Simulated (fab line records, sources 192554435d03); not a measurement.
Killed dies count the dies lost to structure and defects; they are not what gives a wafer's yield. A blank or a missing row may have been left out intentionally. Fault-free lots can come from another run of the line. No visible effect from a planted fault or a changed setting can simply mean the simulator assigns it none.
Split-lot trial	flow n5 finfet	7 lots, 21 wafers read, on a route of 1938 steps

ABOUT THE SPLIT
At N5_BEOL_M2_PECVD_72 (deposits SiO2 from TEOS/O2, target thk 16 nm, time 18 s), the setting temp c was moved away from the recipe's 400 C on 6 of the 21 wafers read, by +1.8% to +4.0%. This setting was run at the recipe's value on the other wafers.

FROM THE SPLIT TO THE READING: what the file shows between them, 16 steps
- N5_BEOL_M2_COAT_62: time 60 s, resist thk 12 nm (also split here: spin rpm)
- N5_BEOL_M2_COAT_73: time 60 s, resist thk 5 nm
- N5_BEOL_M2_COAT_05: resist thk 30 nm
- N5_BEOL_M2_DESCUM_16: chemistry O2, time 7 s
- N5_BEOL_M2_ETCH_74: etches underlayer in N2/H2, target depth 6.5 nm, time 5.2 s
- N5_BEOL_M2_ETCH_63: etches SiARC in CF4, target depth 15.6 nm, time 26 s
- N5_BEOL_M2_ETCH_64: etches SOC in N2/H2, target depth 75 nm, overetch 22.5 nm, time 121.9 s (also split here: source w)
- N5_BEOL_M2_COAT_67: time 60 s, resist thk 60 nm (also split here: spin rpm)
- N5_BEOL_M2_COAT_68: time 60 s, resist thk 12 nm
- N5_BEOL_M2_COAT_76: time 60 s, resist thk 5 nm
- N5_BEOL_M2_ALD_98: deposits SiO2, target thk 2.5 nm, pulse time 1 s, co reactant pulse time 1 s
- N5_BEOL_M2_ETCHBACK_99: etches SiO2 in CHF3, target depth 5 nm, time 10.4 s
- N5_BEOL_M2_ETCH_70: etches SOC in N2/H2, target depth 80 nm, overetch 24 nm, time 130 s
- N5_BEOL_M2_STRIP_71: strips in N2/H2
- N5_BEOL_M2_STRIP_78: strips in N2/H2
- N5_BEOL_M2_STRIP_97: strips in N2/H2, time 10 s

THE READING
SiO2_of_BEOL_M2_PECVD_72.thk nm (the simulator's own value, which no gauge read), in nm, at N5_BEOL_M2_HM_STRIP_39 (strips TiN in peroxide tin strip, target depth 25 nm, time 158 s). There is no usual value for it anywhere in the file. Average 15.9 nm, standard deviation 0.22 nm, over the 15 wafers here run with the recipe.

wafer	tool, chamber at the split	temp c as run, C	against the recipe	SiO2_of_BEOL_M2_PECVD_72.thk nm, nm	against lot-mates on the recipe
L076.1	pecvd-02, 2	400	recipe	15.4	-
L076.3	pecvd-02, 1	407.2	+1.8%	15	-0.4
L076.4	pecvd-02, 0	407.2	+1.8%	15.4	+0.0
L083.1	pecvd-02, 2	415.9	+4.0%	14	-2.0
L083.3	pecvd-02, 1	400	recipe	16	-
L083.4	pecvd-02, 0	415.9	+4.0%	14.6	-1.4
L084.1	pecvd-04, 0	400	recipe	16	-
L084.3	pecvd-04, 2	400	recipe	16	-
L084.5	pecvd-04, 0	400	recipe	16.2	-
L086.1	pecvd-04, 1	400	recipe	15.6	-
L086.2	pecvd-04, 0	400	recipe	15.8	-
L086.6	pecvd-04, 0	400	recipe	16	-
L090.1	pecvd-03, 2	408.8	+2.2%	14.8	-1.2
L090.4	pecvd-03, 1,0	400	recipe	16	-
L090.6	pecvd-03, 1,0	400	recipe	16	-
L096.1	pecvd-02, 2	407.7	+1.9%	14.6	-1.1
L096.3	pecvd-02, 1	400	recipe	15.8	-
L096.4	pecvd-02, 2	400	recipe	15.6	-
L097.2	pecvd-02, 0	400	recipe	15.8	-
L097.4	pecvd-02, 0	400	recipe	15.8	-
L097.5	pecvd-02, 1	400	recipe	16.2	-
If several chambers appear in one row, that row covers several wafers at once and the file leaves open which wafer was in which chamber.

THE FIT
A straight line over all 21 wafers: SiO2_of_BEOL_M2_PECVD_72.thk nm changes by -0.421 nm for each +1% of temp c; r = -0.91; the points scatter about the line by 0.25 nm.
The same after taking each lot's own level away (the mean of its wafers on the recipe; 21 wafers): -0.413 nm for each +1%; r = -0.91; scatter 0.26 nm.
The reading moves by 1.6 nm for the largest change in temp c, on that fit.
Measured against the standard deviation above, the lots' own levels, which go from 15.40 to 16.07 nm, span 3.1 times it.
The two slopes are in agreement: the lot-to-lot level therefore moves the slope only a little.
Check: for one of the wafers moved furthest among these (+4.0%), held out of the fit, the line's prediction against its lot-mates is -1.43 nm. It came out at -2 nm against them.

ADDITIONAL SPLITS CARRIED BY THESE WAFERS
These wafers also went through other splits before the reading. Each is held against what the fit with the lots' levels taken away leaves over:
other split on the same wafers	wafers away from the commonest value	r with SiO2_of_BEOL_M2_PECVD_72.thk nm (lot level and that fit taken away)
N5_BEOL_M1_EXPOSE_08 dose mj	6	+0.22
N5_BEOL_M2_COAT_62 spin rpm	8	-0.07
N5_BEOL_M2_ETCH_64 source w	7	-0.12
N5_BEOL_M2_COAT_67 spin rpm	2	-0.07

THE WHOLE CHAIN: every reading that the file lists as answering this split, in the file's order
step	what it does	reading	change (the file's fit)	r (the file's)
N5_BEOL_M2_PECVD_72	deposits SiO2 from TEOS/O2, target thk 16 nm, time 18 s	SiO2_of_BEOL_M2_PECVD_72.thk nm (the simulator's own value, which no gauge read)	-0.461 nm for each +1% of the setting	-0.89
N5_BEOL_M2_HM_STRIP_39	strips TiN in peroxide tin strip, target depth 25 nm, time 158 s	SiO2_of_BEOL_M2_PECVD_72.thk nm (the simulator's own value, which no gauge read)	-0.43 nm for each +1% of the setting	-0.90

THE FILE'S OWN FIT
SiO2_of_BEOL_M2_PECVD_72.thk nm changes by -0.43 nm for each +1% of temp c, r = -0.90.
